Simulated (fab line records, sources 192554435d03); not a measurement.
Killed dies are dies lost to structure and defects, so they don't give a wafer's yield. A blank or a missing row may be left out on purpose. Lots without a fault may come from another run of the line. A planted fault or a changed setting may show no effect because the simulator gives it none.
fab line records | flow n5_finfet | part 2 of 2: steps 4 to 6 of 6
record lots=24 wafers=72 last_day=19
route steps=1938 shown BEOL_M9@1461 BEOL_M10@1490 BEOL_M11@1571 BEOL_M12@1603
lots that met no fault: from a run of the same line without faults
start_h: hours from the record's first day to the start of the lot's first wafer shown | wait_h: hours since the lot's step before | " the same as in the row above | L1.1+2: a row that stands for several wafers | - no value, or no start given | * or withheld: withheld | < > ~ a bound
route shown NAME@n: a module of which the file shows steps, and the number in the route of the first | usual: mean/standard deviation of fault-free wafers | same: alike in all rows | chamber/n: place in a boat | sites: the reading at each site | _std_site: their standard deviation | _edge_site: outer sites' mean less inner sites' | radius_mm: how far each site lies from the wafer's centre | mask NAME#n: copy n | behind: the tool/chamber that last shaped the wafer | hold: why the lot was held/for how many hours/how that ended | device: the transistor (n, p or np) that didn't switch | end of line: the same wafers' tests at the end of the route | a step without rows: its recipe alone | killed: dies lost to structure and defects at the first sort, not the wafer's yield | map: a wafer's dies, x killed, . not, _ none there
set.NAME: the setting as run; set.NAME@STEP: as run at that earlier step | model.NAME: the simulator's own value behind a step, which no gauge read
steps of the route over a sample of lots; a table a step, a row a wafer
services: from which hour (start_h, from the record's first day; less than 0 if before it) a tool's chamber was out of use, for how many hours, and why
## steps
# step N5_BEOL_M11_DESCUM_33
# recipe chemistry=O2 time_s=7.9 source_power_w=50 bias_power_w=20 pressure_mtorr=20 rf_frequency_hz=2.712e+07 temp_c=40 resist=CAR-ArF o2_flow_sccm=225
# usual drypump_motor_current_A=5.9/0.51 oes_product_au=0.78/0.094 rf_fwd_power_W=49.46/0.24 rf_vpp_V=242.9/1.3 showerhead_plenum_p_Torr=2.07/0.071 throttle_valve_pct=20.42/0.26
# columns lot.wafer tool chamber start_h wait_h drypump_motor_current_A oes_product_au rf_fwd_power_W rf_hours_counter_h rf_vpp_V showerhead_plenum_p_Torr throttle_valve_pct
L076.2 rie_diel-02 2 245.60 0.0 6.4 0.94 49.43 15 243.3 2.04 20.38
L076.5 " 2 " " 6.5 0.94 49.36 - 242.2 2.04 20.36
L076.6 " 3 " " 6.2 0.67 49.55 - 241.1 1.98 20.58
L074.2 rie_diel-03 2 245.91 0.0 5.8 0.73 49.72 163 241.4 2.09 20.26
L074.3 " 1 " " 6.1 0.71 49.28 192 244.0 2.15 20.83
L074.6 " 0 " " 4.9 0.76 49.91 - 242.4 2.09 20.19
L075.1 rie_diel-02 1 249.04 0.0 5.2 0.70 49.07 234 241.4 1.98 20.80
L075.2 " 2 " " 6.3 0.93 49.58 16 243.4 2.04 20.39
L075.5 " 1 " " 5.2 0.70 49.07 - 241.6 1.98 20.80
L077.1 rie_diel-02 2 260.88 0.1 6.4 0.92 49.43 20 243.5 2.04 20.38
L077.5 " 2 " " 6.4 0.92 49.46 - 242.1 2.04 20.38
L077.6 " 3 " " 6.2 0.68 49.62 - 241.4 1.98 20.60
L078.1 rie_diel-03 2 261.40 0.0 5.8 0.72 49.85 169 244.7 2.09 20.28
L078.3 " 1 " " 6.0 0.71 49.48 198 244.9 2.15 20.85
L078.6 " 2 " " 5.8 0.72 49.67 - 242.8 2.09 20.28
L079.3 rie_diel-01 3 261.58 0.0 5.4 0.91 49.50 22 241.7 2.06 20.09
L079.4 " 1 " " 5.8 0.85 49.59 62 245.1 2.22 19.98
L079.6 " 3 " " 5.4 0.90 49.39 - 241.8 2.06 20.08
L081.2 rie_diel-02 3 270.09 0.0 6.2 0.66 49.47 242 242.2 1.98 20.59
L081.4 " 1 " " 5.2 0.69 49.21 237 240.3 1.97 20.81
L081.5 " 0 " " 5.6 0.89 49.08 - 242.8 2.04 20.24
L080.3 rie_diel-03 1 274.57 0.6 6.0 0.71 49.51 202 244.1 2.15 20.86
L080.4 " 3 " " 6.6 0.86 49.17 53 244.3 2.12 20.19
L080.5 " 2 " " 5.7 0.72 49.68 - 242.4 2.09 20.27
L082.1 rie_diel-02 2 280.54 0.0 6.4 0.90 49.72 26 243.7 2.03 20.41
L082.2 " 3 " " 6.2 0.66 49.74 245 242.6 1.98 20.63
L082.5 " 3 " " 6.2 0.67 49.55 - 241.0 1.98 20.62
L083.3 rie_diel-02 3 288.60 0.0 6.2 0.67 49.39 247 241.1 1.98 20.63
L083.5 " 0 " " 5.6 0.88 49.19 - 241.4 2.04 20.24
L083.6 " 3 " " 6.2 0.67 49.10 - 240.0 1.98 20.62
L084.2 rie_diel-02 2 296.82 0.0 6.4 0.89 49.50 31 241.7 2.03 20.40
L084.4 " 1 " " 5.2 0.69 49.05 - 242.7 1.97 20.81
L084.6 " 3 " " 6.2 0.66 49.63 - 242.1 1.98 20.62
L085.3 rie_diel-02 2 299.86 0.0 6.4 0.89 49.56 32 242.7 2.03 20.40
L085.4 " 1 " " 5.2 0.69 49.13 - 242.2 1.97 20.82
L085.5 " 2 " " 6.5 0.89 49.77 - 241.3 2.03 20.40
L087.1 rie_diel-02 0 313.88 0.2 5.6 0.87 49.02 51 242.3 2.03 20.26
L087.2 " 1 " " 5.2 0.69 49.32 253 241.3 1.97 20.81
L087.3 " 2 " " 6.4 0.88 49.93 39 243.2 2.03 20.42
L089.1 rie_diel-03 3 327.61 0.0 6.6 0.83 49.45 68 243.5 2.12 20.24
L089.2 " 0 " " 4.9 0.76 49.76 183 243.1 2.08 20.21
L089.3 " 1 " " 6.0 0.69 49.06 216 244.3 2.14 20.88
L088.1 rie_diel-01 3 331.25 0.0 5.4 0.85 49.73 44 242.0 2.06 20.12
L088.4 " 0 " " 6.4 0.77 49.47 - 244.2 2.08 20.15
L088.6 " 1 " " 5.8 0.83 49.62 - 243.9 2.21 20.01
L086.3 rie_diel-03 3 331.60 0.2 6.6 0.82 49.47 69 244.4 2.12 20.21
L086.4 " 0 " " 4.9 0.75 49.50 184 244.1 2.08 20.24
L086.6 " 2 " " 5.8 0.70 50.02 - 242.0 2.08 20.31
L090.3 rie_diel-02 2 336.69 0.0 6.4 0.86 49.70 48 242.7 2.03 20.42
L090.4 " 3 " " 6.2 0.92 49.48 - 246.0 2.24 20.20
L090.6 " 2 " " 6.4 0.86 49.61 - 242.5 2.03 20.43
L091.2 rie_diel-01 3 368.12 0.0 5.4 0.84 49.67 55 243.1 2.05 20.13
L091.4 " 0 " " 6.5 0.76 49.70 162 243.7 2.08 20.17
L091.6 " 0 " " 6.5 0.76 49.57 - 242.8 2.08 20.16
L093.1 rie_diel-03 0 373.29 0.0 4.9 0.73 49.73 196 241.8 2.08 20.25
L093.5 " 1 " " 6.0 0.68 49.29 - 243.6 2.14 20.89
L093.6 " 0 " " 4.9 0.73 49.74 - 244.7 2.08 20.23
L092.4 rie_diel-02 0 373.33 0.0 5.6 0.85 49.15 70 242.1 2.03 20.29
L092.5 " 1 " " 5.2 0.99 48.99 - 245.8 2.23 20.31
L092.6 " 0 " " 5.6 0.85 49.35 - 242.2 2.03 20.30
L094.2 rie_diel-03 2 375.04 0.1 5.7 0.69 49.71 204 243.1 2.08 20.33
L094.3 " 3 " " 6.6 0.82 49.54 82 244.7 2.11 20.27
L094.6 " 1 " " 6.0 0.69 49.46 - 243.1 2.14 20.89
L095.2 rie_diel-02 1 398.31 0.0 5.2 0.96 48.97 10 245.5 2.23 20.34
L095.3 " 0 " " 5.6 0.85 49.41 77 242.7 2.02 20.30
L095.4 " 2 " " 6.4 0.85 49.65 65 242.4 2.02 20.45
L096.1 rie_diel-03 0 398.76 0.3 4.9 0.73 49.70 202 243.3 2.08 20.26
L096.3 " 3 " " 6.7 0.81 49.32 88 243.1 2.11 20.26
L096.5 " 1 " " 6.0 0.68 49.74 - 245.1 2.13 20.92
L097.1 rie_diel-03 0 401.57 0.0 4.9 0.73 49.67 203 242.9 2.08 20.23
L097.2 " 1 " " 6.1 0.68 49.34 236 242.5 2.13 20.90
L097.3 " 2 " " 5.7 0.68 49.71 210 244.2 2.08 20.34
# step N5_BEOL_M11_CD_MEAS_35
# recipe target_cd_nm=70 polarity=opening
# usual cd_nm=70.0/0.66
# columns lot.wafer tool chamber start_h wait_h cd_nm
L076.2 cd_sem-03 - 246.25 0.0 70.9
L076.5 " - " " 71.4
L076.6 " - " " 69.5
L074.2 cd_sem-01 - 246.56 0.0 69.8
L074.3 " - " " 70.2
L074.6 " - " " 69.1
L075.1 cd_sem-02 - 249.70 0.0 69.6
L075.2 " - " " 70.2
L075.5 " - " " 68.9
L077.1 cd_sem-01 - 261.54 0.0 69.8
L077.5 " - " " 72.0
L077.6 " - " " 70.7
L078.1 cd_sem-03 - 262.06 0.0 70.4
L078.3 " - " " 70.3
L078.6 " - " " 70.8
L079.3 cd_sem-03 - 262.23 0.0 70.8
L079.4 " - " " 69.6
L079.6 " - " " 70.7
L081.2 cd_sem-03 - 270.75 0.0 69.5
L081.4 " - " " 69.4
L081.5 " - " " 69.9
L080.3 cd_sem-01 - 275.22 0.0 69.4
L080.4 " - " " 70.0
L080.5 " - " " 69.4
L082.1 cd_sem-01 - 281.20 0.0 70.4
L082.2 " - " " 68.9
L082.5 " - " " 69.8
L083.3 cd_sem-02 - 289.26 0.0 70.3
L083.5 " - " " 70.5
L083.6 " - " " 69.9
L084.2 cd_sem-03 - 297.48 0.0 70.9
L084.4 " - " " 70.5
L084.6 " - " " 70.3
L085.3 cd_sem-03 - 300.51 0.0 69.8
L085.4 " - " " 68.9
L085.5 " - " " 69.2
L087.1 cd_sem-03 - 314.54 0.0 69.8
L087.2 " - " " 69.7
L087.3 " - " " 69.3
L089.1 cd_sem-03 - 328.26 0.0 70.4
L089.2 " - " " 70.3
L089.3 " - " " 70.0
L088.1 cd_sem-01 - 331.90 0.0 70.6
L088.4 " - " " 69.4
L088.6 " - " " 70.5
L086.3 cd_sem-03 - 332.28 0.0 68.9
L086.4 " - " " 68.5
L086.6 " - " " 69.9
L090.3 cd_sem-01 - 337.34 0.0 70.8
L090.4 " - " " 69.8
L090.6 " - " " 69.9
L091.2 cd_sem-02 - 368.77 0.0 70.0
L091.4 " - " " 69.9
L091.6 " - " " 70.1
L093.1 cd_sem-03 - 373.93 0.0 70.5
L093.5 " - " " 70.1
L093.6 " - " " 70.2
L092.4 cd_sem-03 - 374.00 0.0 70.5
L092.5 " - " " 68.8
L092.6 " - " " 70.6
L094.2 cd_sem-02 - 375.68 0.0 70.2
L094.3 " - " " 69.2
L094.6 " - " " 70.7
L095.2 cd_sem-01 - 398.96 0.0 71.0
L095.3 " - " " 70.6
L095.4 " - " " 71.0
L096.1 cd_sem-01 - 399.41 0.0 70.3
L096.3 " - " " 70.7
L096.5 " - " " 69.7
L097.1 cd_sem-02 - 402.22 0.0 68.6
L097.2 " - " " 70.4
L097.3 " - " " 70.2
# step N5_BEOL_M12_THK_MEAS_01
# recipe reads=SiOC_of_BEOL_M12_ILD_DEP_00
# usual M12_ILD_THK=658/9.2
# columns lot.wafer tool chamber start_h wait_h M12_ILD_THK[nm]
L076.2 film_metro-02 - 249.34 0.1 653
L076.5 " - " " 654
L076.6 " - " " 672
L074.2 film_metro-01 - 249.81 0.1 660
L074.3 " - " " 651
L074.6 " - " " 668
L075.1 film_metro-02 - 252.56 0.1 652
L075.2 " - " " 643
L075.5 " - " " 655
L077.1 film_metro-02 - 264.58 0.1 655
L077.5 " - " " 674
L077.6 " - " " 667
L078.1 film_metro-01 - 265.69 0.1 656
L078.3 " - " " 659
L078.6 " - " " 668
L079.3 film_metro-02 - 266.17 0.1 663
L079.4 " - " " 663
L079.6 " - " " 681
L081.2 film_metro-02 - 274.58 0.1 657
L081.4 " - " " 679
L081.5 " - " " 659
L080.3 film_metro-01 - 282.31 0.1 656
L080.4 " - " " 653
L080.5 " - " " 666
L082.1 film_metro-01 - 284.41 0.1 656
L082.2 " - " " 658
L082.5 " - " " 666
L083.3 film_metro-01 - 292.35 0.1 647
L083.5 " - " " 655
L083.6 " - " " 649
L084.2 film_metro-01 - 300.15 0.1 656
L084.4 " - " " 662
L084.6 " - " " 658
L085.3 film_metro-02 - 303.00 0.1 654
L085.4 " - " " 663
L085.5 " - " " 653
L087.1 film_metro-02 - 318.29 0.1 660
L087.2 " - " " 657
L087.3 " - " " 654
L089.1 film_metro-01 - 333.38 0.1 641
L089.2 " - " " 638
L089.3 " - " " 643
L088.1 film_metro-02 - 335.03 0.1 661
L088.4 " - " " 662
L088.6 " - " " 667
L086.3 film_metro-02 - 336.17 0.1 642
L086.4 " - " " 663
L086.6 " - " " 655
L090.3 film_metro-02 - 342.82 0.1 651
L090.4 " - " " 665
L090.6 " - " " 666
L091.2 film_metro-02 - 371.60 0.1 655
L091.4 " - " " 657
L091.6 " - " " 638
L092.4 film_metro-02 - 376.34 0.1 656
L092.5 " - " " 655
L092.6 " - " " 664
L093.1 film_metro-02 - 376.66 0.1 662
L093.5 " - " " 669
L093.6 " - " " 672
L094.2 film_metro-02 - 381.48 0.1 649
L094.3 " - " " 649
L094.6 " - " " 657
L095.2 film_metro-01 - 403.17 0.1 647
L095.3 " - " " 655
L095.4 " - " " 650
L096.1 film_metro-01 - 403.96 0.1 651
L096.3 " - " " 652
L096.5 " - " " 647
L097.1 film_metro-02 - 404.58 0.1 656
L097.2 " - " " 650
L097.3 " - " " 644
## services
# columns tool chamber start_h hours kind
rie_diel-04 2 221.50 5.6 repair
rie_diel-02 - 226.79 14.6 pm
rie_diel-04 2 227.60 7.5 repair
cmp-01 - 229.23 4.0 pm
cmp-01 - 235.47 5.8 pm
cmp-02 - 240.69 4.6 pm
cmp-01 - 243.11 1.0 repair
rie_diel-04 - 246.59 4.3 pm
cmp-02 - 270.72 4.0 pm
rie_diel-02 0 275.91 6.9 repair
rie_diel-05 1 276.52 6.8 repair
pvd_sputter-03 - 294.50 0.8 repair
cmp-04 - 296.61 0.9 repair
cmp-02 - 303.82 0.9 repair
rie_diel-05 2 314.84 9.9 repair
cmp-02 - 327.71 16.8 pm
cmp-04 - 329.53 6.7 pm
cmp-04 - 341.12 1.1 repair
pvd_sputter-03 - 376.74 2.5 repair
rie_diel-05 3 386.33 11.0 repair
cmp-04 - 386.88 4.0 pm
rie_diel-06 3 389.38 10.4 repair
pvd_sputter-01 - 396.40 1.4 repair
cmp-04 - 399.30 7.2 pm
